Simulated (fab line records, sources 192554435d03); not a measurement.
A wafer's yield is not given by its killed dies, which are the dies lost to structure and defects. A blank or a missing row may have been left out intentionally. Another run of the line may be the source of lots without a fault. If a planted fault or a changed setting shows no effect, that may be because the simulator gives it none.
Chamber matching | flow n5Finfet | 4 sister chambers for N5_HKMG_FIN_STRIP_89 on rieDiel-04
The step strips SOC in N2/H2, time 20 s. 8 wafers are shown with their chamber, then 7 later ones without.

## WAFERS WITH THEIR CHAMBER
wafer  | chamber | showerheadPlenumPTorr (Torr) | throttleValvePct (%)
L082.2 | 0       | 3.50                         | 19.3
L083.1 | 2       | 3.16                         | 19.0
L083.5 | 1       | 3.37                         | 19.2
L088.1 | 3       | 3.45                         | 18.8
L088.2 | 0       | 3.50                         | 19.3
L088.4 | 3       | 3.45                         | 18.8
L091.1 | 2       | 3.57                         | 18.6
L091.3 | 1       | 3.36                         | 19.2

## WAFERS WHOSE CHAMBER IS MISSING
wafer  | showerheadPlenumPTorr (Torr) | throttleValvePct (%)
L091.6 | 3.45                         | 18.8
L092.3 | 3.45                         | 18.8
L092.4 | 3.36                         | 19.2
L092.5 | 3.45                         | 18.8
L095.1 | 3.36                         | 19.2
L095.5 | 3.56                         | 18.6
L095.6 | 3.45                         | 18.8

## THE CHAMBER EACH PASSED THROUGH
wafer  | from the rows above     | in truth
L091.6 | can't be placed: 3 or 2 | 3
L092.3 | can't be placed: 3 or 2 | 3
L092.4 | can't be placed: 1 or 0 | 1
L092.5 | can't be placed: 3 or 2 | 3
L095.1 | can't be placed: 1 or 0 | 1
L095.5 | can't be placed: 3 or 2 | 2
L095.6 | can't be placed: 3 or 2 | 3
Correct placement for 0 of the 7. Unplaceable from these rows: 7, with the true chamber sitting among the candidates in 7. Placed wrongly: 0.
How it was worked out, from the rows above alone: a wafer's distance from a chamber is the root of the sum, over the readings, of the square of ((its reading less the chamber's mean) divided by the reading's scatter). If the next closest chamber is less than 2 further off than the closest, the wafer can't be placed; otherwise it belongs to the closest. The mean given for a chamber averages the wafers shown for that chamber. The scatter: take each reading less its chamber's mean, square it, sum over the shown wafers, divide by the number of wafers less the number of chambers, and take the root.
